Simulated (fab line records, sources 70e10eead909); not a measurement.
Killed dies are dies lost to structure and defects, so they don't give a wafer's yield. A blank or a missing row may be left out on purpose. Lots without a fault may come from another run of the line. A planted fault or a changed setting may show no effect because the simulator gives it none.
Chamber matching | flow nand_harc | NHARC_A_CHANNEL_FILL_D1_CMP_10 on cmp-01: 4 sister chambers
The step polishes, target thk 150 nm. 24 wafers are shown with their chamber, then 12 later ones without.

WAFERS WITH THEIR CHAMBER
wafer  | chamber | motor_current_A (A) | time_to_endpoint_s (s)
L074.3 | 0       | 12.9                | 15.3
L074.4 | 3       | 10.6                | 17.4
L074.6 | 1       | 12.4                | 18.0
L075.3 | 2       | 12.1                | 13.6
L075.4 | 1       | 13.3                | 16.0
L075.5 | 3       | 11.1                | 16.6
L078.2 | 3       | 10.0                | 14.3
L078.4 | 1       | 12.7                | 16.0
L078.6 | 0       | 12.8                | 15.2
L081.1 | 3       | 10.9                | 15.9
L081.2 | 2       | 13.2                | 15.1
L081.4 | 1       | 13.0                | 13.6
L083.1 | 0       | 12.7                | 14.1
L083.4 | 3       | 10.8                | 15.1
L083.6 | 2       | 12.7                | 13.9
L086.3 | 2       | 12.1                | 16.7
L086.4 | 0       | 12.0                | 17.8
L086.6 | 3       | 11.3                | 18.6
L089.2 | 3       | 10.5                | 16.1
L089.3 | 2       | 13.1                | 14.9
L089.5 | 3       | 10.8                | 16.5
L090.1 | 0       | 13.1                | 12.5
L090.2 | 2       | 13.2                | 13.0
L090.6 | 1       | 12.8                | 13.9

SIGNATURES (means of the wafers above)
reading            | chamber 0 | chamber 1 | chamber 2 | chamber 3 | scatter within a chamber
motor_current_A    | 12.700    | 12.840    | 12.733    | 10.750    | 0.426
time_to_endpoint_s | 14.980    | 15.500    | 14.533    | 16.312    | 1.57
Rule: a wafer's distance from a chamber is the root of the sum, over the readings, of the square of ((its reading less the chamber's mean) divided by the reading's scatter). The wafer belongs to the nearest chamber; if the next one is less than 2 further off, it can't be placed. The scatter: the root of (the sum of the squares of (reading less its chamber's mean) over the shown wafers, divided by (wafers less chambers)).

WAFERS WITHOUT THEIR CHAMBER
wafer  | motor_current_A (A) | time_to_endpoint_s (s)
L091.2 | 13.0                | 13.0
L091.3 | 12.4                | 14.2
L091.5 | 12.8                | 12.8
L093.4 | 12.6                | 14.3
L093.5 | 10.7                | 17.1
L093.6 | 13.0                | 12.9
L096.2 | 12.7                | 16.4
L096.5 | 12.6                | 16.1
L096.6 | 13.1                | 13.6
L097.1 | 12.8                | 11.3
L097.2 | 12.5                | 14.1
L097.5 | 12.2                | 11.8

WHICH CHAMBER EACH WENT THROUGH
wafer  | from the rows above          | in truth
L091.2 | can't be placed: 2 or 0 or 1 | 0
L091.3 | can't be placed: 2 or 0 or 1 | 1
L091.5 | can't be placed: 2 or 0 or 1 | 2
L093.4 | can't be placed: 2 or 0 or 1 | 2
L093.5 | 3                            | 3
L093.6 | can't be placed: 2 or 0 or 1 | 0
L096.2 | can't be placed: 1 or 0 or 2 | 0
L096.5 | can't be placed: 1 or 0 or 2 | 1
L096.6 | can't be placed: 2 or 0 or 1 | 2
L097.1 | can't be placed: 2 or 0 or 1 | 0
L097.2 | can't be placed: 2 or 0 or 1 | 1
L097.5 | can't be placed: 2 or 0 or 1 | 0
Placed correctly: 1 of 12. Can't be placed from these rows: 11 (the true chamber is among the candidates in 11). Placed wrongly: 0.
